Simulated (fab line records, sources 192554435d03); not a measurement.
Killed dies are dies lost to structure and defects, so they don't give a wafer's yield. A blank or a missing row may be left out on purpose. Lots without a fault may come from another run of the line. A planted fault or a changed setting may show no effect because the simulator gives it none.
Chamber matching | flow n5_finfet | N5_BEOL_M0_SAQP_ETCH_73 on rie_diel-02: 4 sister chambers
The step etches SiARC in CF4, target depth 19.5 nm, time 32.5 s. 14 wafers are shown with their chamber, then 7 later ones without.

WAFERS WITH THEIR CHAMBER
wafer  | chamber | showerhead_plenum_p_Torr (Torr) | drypump_motor_current_A (A) | etch_rf_on_time_s (s)
L074.4 | 2       | 2.05                            | 6.3                         | 31.9
L074.5 | 3       | 2.14                            | 6.5                         | 34.4
L074.6 | 0       | 2.20                            | 6.4                         | 30.7
L079.1 | 2       | 2.05                            | 6.4                         | 31.6
L079.3 | 1       | 2.21                            | 5.1                         | 32.4
L079.4 | 3       | 2.14                            | 6.5                         | 34.4
L080.1 | 1       | 2.21                            | 5.1                         | 33.2
L080.2 | 3       | 2.14                            | 6.4                         | 35.3
L080.5 | 1       | 2.21                            | 5.1                         | 32.8
L083.3 | 2       | 2.05                            | 6.4                         | 31.8
L083.5 | 2       | 2.05                            | 6.3                         | 31.5
L083.6 | 3       | 2.14                            | 6.5                         | 35.0
L086.1 | 3       | 2.13                            | 6.5                         | 35.5
L086.2 | 0       | 2.19                            | 6.4                         | 30.4

SIGNATURES (means of the wafers above)
reading                  | chamber 0 | chamber 1 | chamber 2 | chamber 3 | scatter within a chamber
showerhead_plenum_p_Torr | 2.1950    | 2.2100    | 2.0500    | 2.1380    | 0.00361
drypump_motor_current_A  | 6.400     | 5.100     | 6.350     | 6.480     | 0.0424
etch_rf_on_time_s        | 30.550    | 32.800    | 31.700    | 34.920    | 0.386
Rule: a wafer's distance from a chamber is the root of the sum, over the readings, of the square of ((its reading less the chamber's mean) divided by the reading's scatter). The wafer belongs to the nearest chamber; if the next one is less than 2 further off, it can't be placed. The scatter: the root of (the sum of the squares of (reading less its chamber's mean) over the shown wafers, divided by (wafers less chambers)).

WAFERS WITHOUT THEIR CHAMBER
wafer  | showerhead_plenum_p_Torr (Torr) | drypump_motor_current_A (A) | etch_rf_on_time_s (s)
L086.6 | 2.19                            | 6.4                         | 30.1
L087.1 | 2.13                            | 6.5                         | 34.8
L087.5 | 2.04                            | 6.3                         | 31.4
L087.6 | 2.20                            | 5.1                         | 31.9
L095.1 | 2.19                            | 6.4                         | 30.4
L095.5 | 2.19                            | 6.4                         | 30.4
L095.6 | 2.20                            | 5.1                         | 32.2

WHICH CHAMBER EACH WENT THROUGH
wafer  | from the rows above | in truth
L086.6 | 0                   | 0
L087.1 | 3                   | 3
L087.5 | 2                   | 2
L087.6 | 1                   | 1
L095.1 | 0                   | 0
L095.5 | 0                   | 0
L095.6 | 1                   | 1
Placed correctly: 7 of 7. Can't be placed from these rows: 0. Placed wrongly: 0.
